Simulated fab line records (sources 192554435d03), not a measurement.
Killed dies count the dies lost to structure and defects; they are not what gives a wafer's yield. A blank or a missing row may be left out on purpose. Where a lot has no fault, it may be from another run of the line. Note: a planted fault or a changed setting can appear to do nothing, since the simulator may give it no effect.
Chamber matching / flow n5 finfet / N5_BEOL_M3_ALD_84 on ald metal-03 has 4 sister chambers
The step deposits TaN, pulse time 2 s, purge time 3 s, co reactant purge time 2 s. 7 wafers are shown with their chamber, then 7 later ones without.

== EACH WAFER AND ITS CHAMBER ==
wafer=L081.2; chamber=3; heater power w (W)=346
wafer=L084.6; chamber=1; heater power w (W)=375
wafer=L086.1; chamber=0; heater power w (W)=436
wafer=L086.3; chamber=1; heater power w (W)=369
wafer=L086.5; chamber=3; heater power w (W)=354
wafer=L087.3; chamber=0; heater power w (W)=445
wafer=L087.4; chamber=2; heater power w (W)=504

== WAFERS WITH NO CHAMBER GIVEN ==
wafer=L087.6; heater power w (W)=347
wafer=L091.1; heater power w (W)=348
wafer=L091.2; heater power w (W)=430
wafer=L091.3; heater power w (W)=504
wafer=L092.3; heater power w (W)=363
wafer=L092.5; heater power w (W)=348
wafer=L092.6; heater power w (W)=516

== EACH ONE'S CHAMBER ==
wafer=L087.6; from the rows above=3; in truth=3
wafer=L091.1; from the rows above=3; in truth=3
wafer=L091.2; from the rows above=0; in truth=0
wafer=L091.3; from the rows above=2; in truth=2
wafer=L092.3; from the rows above=can't be placed: 1 or 3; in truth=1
wafer=L092.5; from the rows above=3; in truth=3
wafer=L092.6; from the rows above=2; in truth=2
Placed correctly: 6 of 7. Cannot be placed on the basis of these rows: 1; the candidates contain the true chamber in 1. 0 placed wrongly.
How it was worked out, from the rows above alone: a wafer's distance from a chamber is the root of the sum, over the readings, of the square of ((its reading less the chamber's mean) divided by the reading's scatter). If the next closest chamber is less than 2 further off than the closest, the wafer can't be placed; otherwise it belongs to the closest. Each chamber's mean is taken over the wafers shown for it. The scatter is the square root of a quotient: the sum, over the shown wafers, of each reading's squared deviation from its chamber's mean, divided by wafers minus chambers.
